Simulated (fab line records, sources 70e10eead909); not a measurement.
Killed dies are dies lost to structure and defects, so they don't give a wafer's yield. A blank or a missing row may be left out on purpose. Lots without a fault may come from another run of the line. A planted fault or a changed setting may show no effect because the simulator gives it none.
A struck lot beside a sound one | flow nand_harc | 14 steps out of a route of 1302
Sound: wafers L531.1, L531.3, L531.6. Struck: wafers L548.3, L548.5, L548.6. The cause comes at the end.
At each step with rows: each side's tool, then ch and its chambers, then its first start. Under that, the readings that differ: sound wafers | struck wafers | difference of the means | sigmas: that difference in standard deviations of wafers without a fault.
alike: readings whose means differ by less than 2 such deviations, and words and numbers that are the same on both sides. not compared: withheld readings, readings that some wafer has no value for, bounds like >300 that may hide the same value, and numbers for which the record gives no deviation and whose values overlap.
The two part at a step that has a row with sigmas, a row that says differs or no value, or rows on one side only. Numbers that don't overlap but have no deviation are shown without sigmas and don't part them. A reading that every wafer of one side lacks parts them only if that side has two wafers or more.

first, 1 step without rows for these wafers: NHARC_A_BLC_DESCUM_15 (chemistry O2, time 3 s).
NHARC_A_BLC_ETCH_16: etches the open film in CF4, target depth 39 nm, time 65 s.
  sound on rie_diel-13 ch 0,1, day 23 06:15; struck on rie_diel-07 ch 1,2, day 30 04:34
  alike: drypump_motor_current_A, oes_product_au, rf_vpp_V, showerhead_plenum_p_Torr, throttle_valve_pct
  not compared: rf_hours_counter_h
NHARC_A_BLC_ETCH_17: etches the open film in N2/H2, target depth 390 nm, time 609.38 s.
  sound on rie_diel-13 ch 1,2; struck on rie_diel-07 ch 1,2
  reading                     | sound       | struck      | difference | sigmas
  drypump_motor_current_A (A) | 4.8 5.6 4.7 | 6.4 6.4 5.7 | +1.1       | +2
  alike: oes_product_au, rf_vpp_V, showerhead_plenum_p_Torr, throttle_valve_pct
  not compared: rf_hours_counter_h
NHARC_A_BLC_ETCH_18: etches the open film in C4F8/O2/Ar, target depth 910 nm.
  sound on rie_diel-13 ch 0,1,2; struck on rie_diel-07 ch 0,3
  alike: oes_product_au, rf_vpp_V
  not compared: rf_hours_counter_h
NHARC_A_BLC_CD_MEAS_19:
  sound on cd_sem-02, day 23 07:07; struck on cd_sem-02, day 30 05:26
  alike: cd_nm
NHARC_A_BLC_STRIP_29: strips in CF4.
  sound on rie_diel-09 ch 1,2, day 23 07:11; struck on rie_diel-07 ch 0,3, day 30 05:31
  alike: drypump_motor_current_A, oes_product_au, rf_vpp_V, showerhead_plenum_p_Torr, throttle_valve_pct
  not compared: rf_hours_counter_h
then, 4 steps without rows for these wafers: NHARC_A_BLC_STRIP_21 (strips in O2); NHARC_A_BLC_STRIP_22 (strips in post etch residue remover, time 600 s); NHARC_A_BLC_DEGAS_30 (time 60 s); NHARC_A_BLC_PRE_CLEAN_31 (time 15 s).
NHARC_A_BLC_PVD_32: deposits Ti, target thk 5 nm, time 17.7 s.
  sound on pvd_sputter-01; struck on pvd_sputter-01
  alike: cathode_dc_power_W, throttle_valve_pct
then, 1 step without rows for these wafers: NHARC_A_BLC_ALD_23 (deposits TiN, target thk 3 nm, pulse time 1 s, ald cycles 150).
NHARC_A_BLC_CVD_24: deposits W, target thk 150 nm, time 434 s.
  sound on cvd_w-02 ch 0,1, day 23 08:14; struck on cvd_w-01 ch 0,1, day 30 07:25
  reading                | sound          | struck         | difference | sigmas
  throttle_valve_pct (%) | 8.39 8.63 8.44 | 7.97 7.77 7.92 | -0.60      | -2
  alike: heater_power_w
  not compared: since_wet_clean_h
NHARC_A_BLC_CMP_25: polishes, t overpolish 30 s, target thk 150 nm.
  sound on cmp-01 ch 0,3, day 23 08:43; struck on cmp-03 ch 0,1,3, day 30 07:56
  reading                | sound          | struck         | difference | sigmas
  time_to_endpoint_s (s) | 30.3 27.4 26.6 | 63.4 60.8 63.2 | +34.4      | +12
  alike: edge_zone_pressure_frac, motor_current_A, overpolish_run_s, slurry_flow_ml_min

WHERE THEY PART
First at NHARC_A_BLC_ETCH_17; last, within this record, at NHARC_A_BLC_CMP_25.

WHY: what the simulator had put in
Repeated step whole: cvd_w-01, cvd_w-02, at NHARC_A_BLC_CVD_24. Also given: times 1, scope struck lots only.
